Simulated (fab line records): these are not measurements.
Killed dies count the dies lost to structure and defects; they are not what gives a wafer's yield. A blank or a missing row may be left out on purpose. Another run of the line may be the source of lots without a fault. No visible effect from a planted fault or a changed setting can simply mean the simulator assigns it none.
Matching of chambers + flow nand_harc + 4 sister chambers for NHARC_A_CHANNEL_FILL_D1_ALD_25 on ald_hk-04
The step deposits SiOx, target thk 60 nm, pulse time 10 s, ald cycles 600. 8 wafers are shown with their chamber, then 11 later ones without.

## WAFERS, EACH WITH ITS CHAMBER
| wafer  | chamber | heater_power_w (W) | precursor_pulse_height_rel |
|--------|---------|--------------------|----------------------------|
| L076.5 | 0       | 493                | 1.007                      |
| L080.4 | 0       | 471                | 0.985                      |
| L085.5 | 2       | 464                | 1.033                      |
| L085.6 | 3       | 457                | 1.016                      |
| L086.1 | 2       | 473                | 1.016                      |
| L086.3 | 3       | 458                | 0.970                      |
| L086.5 | 1       | 421                | 1.013                      |
| L091.4 | 1       | 420                | 0.994                      |

## WAFERS WHOSE CHAMBER IS MISSING
| wafer  | heater_power_w (W) | precursor_pulse_height_rel |
|--------|--------------------|----------------------------|
| L091.5 | 482                | 0.971                      |
| L091.6 | 405                | 0.979                      |
| L093.1 | 468                | 1.004                      |
| L093.3 | 492                | 0.987                      |
| L093.4 | 491                | 0.994                      |
| L096.1 | 405                | 1.025                      |
| L096.2 | 477                | 1.000                      |
| L096.3 | 457                | 1.018                      |
| L097.1 | 492                | 1.030                      |
| L097.3 | 421                | 0.975                      |
| L097.4 | 472                | 0.999                      |

## THE CHAMBER EACH PASSED THROUGH
| wafer  | from the rows above          | in truth |
|--------|------------------------------|----------|
| L091.5 | can't be placed: 0 or 2 or 3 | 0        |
| L091.6 | 1                            | 1        |
| L093.1 | can't be placed: 2 or 3 or 0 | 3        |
| L093.3 | 0                            | 0        |
| L093.4 | can't be placed: 0 or 2      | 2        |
| L096.1 | 1                            | 1        |
| L096.2 | can't be placed: 0 or 2 or 3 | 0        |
| L096.3 | can't be placed: 3 or 2 or 0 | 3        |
| L097.1 | can't be placed: 0 or 2      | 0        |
| L097.3 | 1                            | 1        |
| L097.4 | can't be placed: 0 or 2 or 3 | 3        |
Placed correctly: 4 of 11. From these rows, 7 cannot be placed; in 7 the true chamber is one of the candidates. Placed wrongly: 0.
How it was worked out, from the rows above alone: a wafer's distance from a chamber is the root of the sum, over the readings, of the square of ((its reading less the chamber's mean) divided by the reading's scatter). If the next closest chamber is less than 2 further off than the closest, the wafer can't be placed; otherwise it belongs to the closest. A chamber's mean is the mean of its shown wafers. The scatter: take each reading less its chamber's mean, square it, sum over the shown wafers, divide by the number of wafers less the number of chambers, and take the root.
